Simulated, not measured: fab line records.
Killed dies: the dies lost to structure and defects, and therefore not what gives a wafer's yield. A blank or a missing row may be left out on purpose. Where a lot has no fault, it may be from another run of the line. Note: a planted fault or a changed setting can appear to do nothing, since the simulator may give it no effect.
A lot that was struck, set against a sound lot -- flow nand harc -- 14 out of 1302 route steps
Sound: the wafers L578.1, L578.3, L578.4. Struck: wafers L581.2, L581.3, L581.6. The cause comes at the end.
At each step with rows: each side's tool, then ch and its chambers, then its first start. Under that, the readings that differ: sound wafers -- struck wafers -- difference of the means -- sigmas: that difference in standard deviations of wafers without a fault.
alike: readings whose means differ by less than 2 such deviations, and words and numbers that are the same on both sides. not compared: withheld readings, readings that some wafer has no value for, bounds like >300 that may hide the same value, and numbers for which the record gives no deviation and whose values overlap.
Wherever a step has rows on one side only, a row that says differs or no value, or a row with sigmas, the two part there. When numbers do not overlap yet have no deviation, they are printed without sigmas and do not part them. Lack of a reading on every wafer of one side parts them only where that side has two or more wafers.

first, 4 steps without rows for these wafers: NHARC_P_GATE_EBR_07; NHARC_P_GATE_EXPOSE_08 (exposes mask P HV); NHARC_P_GATE_PEB_09 (peb time 85 s); NHARC_P_GATE_DEVELOP_10 (time 70 s).
NHARC_P_GATE_CD_MEAS_11: the cd target is 1640 nm.
  sound on cd sem-01 ch 0, day 7 04:09; struck on cd sem-03 ch 0, day 8 02:16
  alike: cd nm
then, 1 step without rows for these wafers: NHARC_P_GATE_HARDBAKE_12 (time 80 s).
NHARC_P_GATE_DESCUM_13: chemistry O2, time 3 s.
  sound on rie diel-06 ch 0,1, day 7 04:19; struck on rie diel-04 ch 1,2,3, day 8 02:26
  alike: chamber pressure mTorr, drypump motor current A, oes product au, rf vpp V, showerhead plenum p Torr, throttle valve pct
  not compared: rf hours counter h
then, 5 steps without rows for these wafers: NHARC_P_GATE_ETCH_14 (etches SiO2 in dHF, target depth 48.8 nm); NHARC_P_GATE_STRIP_15 (strips in SPM, time 780 s); NHARC_P_GATE_PRECLEAN_71 (cleans in SC1); NHARC_P_GATE_SRD_72; NHARC_P_GATE_OXIDE_16 (material SiO2, target thk 3 nm, ox time 392 s).
NHARC_P_GATE_CVD_17: deposits poly-Si, target thk 150 nm, time 900 s.
  sound on lpcvd poly-02 ch 0, day 7 14:20; struck on lpcvd poly-03 ch 0, day 8 15:37
NHARC_P_GATE_HM_DEP_102: deposits aC, target thk 120 nm.
  sound on acl dep-02 ch 0, day 7 16:58; struck on acl dep-02 ch 0, day 8 21:35
  alike: throttle valve pct

WHERE THEY PART
Nowhere in this record.

WHY: what had been put in by the simulator
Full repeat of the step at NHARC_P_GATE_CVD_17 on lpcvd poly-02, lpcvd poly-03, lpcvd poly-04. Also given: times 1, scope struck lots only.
